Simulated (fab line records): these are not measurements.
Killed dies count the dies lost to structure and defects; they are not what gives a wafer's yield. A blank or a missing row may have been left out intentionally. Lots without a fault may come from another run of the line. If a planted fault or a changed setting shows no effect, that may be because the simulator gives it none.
2 desks, one fault :: flow n5-finfet :: what lay behind the numbers comes last; until then each desk has only its own

FROM THE METROLOGY DESK
What the gauges read, lot by lot, whatever tool the lot ran on: means of the sampled wafers that have a number. Marked OUT: a lot whose mean sits more than 4 standard deviations from the usual mean, which makes it out of limits; the brackets give that distance. 7 of its 10 readings are shown, namely those furthest out on some lot.
Columns: A = DIBL_N at N5_BEOL_M4_RC_MEAS_101, usual 37.0 mV/V; B = DIBL_P at N5_BEOL_M4_RC_MEAS_101, usual 37.3 mV/V; C = IOFF_N at N5_BEOL_M4_RC_MEAS_101, usual 0.17 nA/um; D = IOFF_P at N5_BEOL_M4_RC_MEAS_101, usual 0.23 nA/um; E = ION_P at N5_BEOL_M4_RC_MEAS_101, usual 460 uA/um; F = SS_P at N5_BEOL_M4_RC_MEAS_101, usual 73.6 mV/dec; G = VT_P at N5_BEOL_M4_RC_MEAS_101, usual -250 mV
lot: L409
first seen here: day 7 23:18
A: 40.4
B: 40.4
C: 0.25
D: 0.31
E: 471
F: 74.9
G: -247

lot: L410
first seen here: day 8 02:19
A: 37.9
B: 38.6
C: 0.20
D: 0.24
E: 456
F: 74.9
G: -249

lot: L413
first seen here: day 9 01:54
A: 36.6
B: 37.9
C: 0.16
D: 0.24
E: 469
F: 73.4
G: -248

lot: L415
first seen here: day 9 08:11
A: 37.7
B: 39.0
C: 0.20
D: 0.24
E: 468
F: 73.9
G: -252

lot: L418
first seen here: day 10 06:52
A: 38.5
B: 38.7
C: 0.21
D: 0.30
E: 470
F: 73.7
G: -244

lot: L423
first seen here: day 12 16:50
A: 37.5
B: 37.0
C: 0.16
D: 0.24
E: 456
F: 73.7
G: -250

lot: L426
first seen here: day 12 22:21
A: 35.7
B: 33.6
C: 0.13
D: 0.16
E: 447
F: 72.9
G: -255

lot: L428
first seen here: day 13 00:56
A: 36.2
B: 33.8
C: 0.15
D: 0.19
E: 459
F: 72.8
G: -252

lot: L429
first seen here: day 13 14:05
A: 37.4
B: 38.5
C: 0.18
D: 0.22
E: 455
F: 73.4
G: -251
This desk's finding: nothing out of limits on any of the 9 lots.

FOR THE TOOL OWNER'S DESK: ald-metal-04
The tool's own readings at N5_HKMG_FIN_ALD_71 (deposits TiN, target thk 1 nm, pulse time 1 s, purge time 3 s): means of the sampled wafers that have a number, for each lot that ran on this tool. Marked OUT: a lot whose mean sits more than 4 standard deviations from the usual mean, which makes it out of limits; the brackets give that distance.
Columns: A = heater-power-w at N5_HKMG_FIN_ALD_71, usual 898 W; B = precursor-pulse-height-rel at N5_HKMG_FIN_ALD_71, usual 1.000; C = susceptor-temp-C at N5_HKMG_FIN_ALD_71, usual 400.01 C
lot: L409
first seen here: day 4 04:26
A: 860
B: 0.992
C: 399.93

lot: L410
first seen here: day 4 11:34
A: 812
B: 1.016
C: 399.92

lot: L413
first seen here: day 5 04:03
A: 913
B: 1.007
C: 411.77 (+56) OUT

lot: L415
first seen here: day 5 21:19
A: 894
B: 0.995
C: 423.07 (+99 or more) OUT
This desk's verdict: out of limits on L413, L415, starting with L413 at day 5 04:03 (susceptor-temp-C at N5_HKMG_FIN_ALD_71). L409, L410: within limits.

ALL TOGETHER
On L413, L415, at day 5 04:03, an alarm was possible from the tool owner's desk.
Nothing out of limits was seen by the metrology desk.
The metrology desk has L413, L415 on record, within its limits.
On ald-metal-04, each named lot ran N5_HKMG_FIN_ALD_71.

WHAT WAS PUT IN BY THE SIMULATOR
ald-metal-04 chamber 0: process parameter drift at N5_HKMG_FIN_ALD_71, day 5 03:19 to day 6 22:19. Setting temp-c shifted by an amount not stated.
Shown lots that were struck: L413, L415.
Hours from the fault's start to each desk's first reading out of limits: the tool owner's desk, 1.
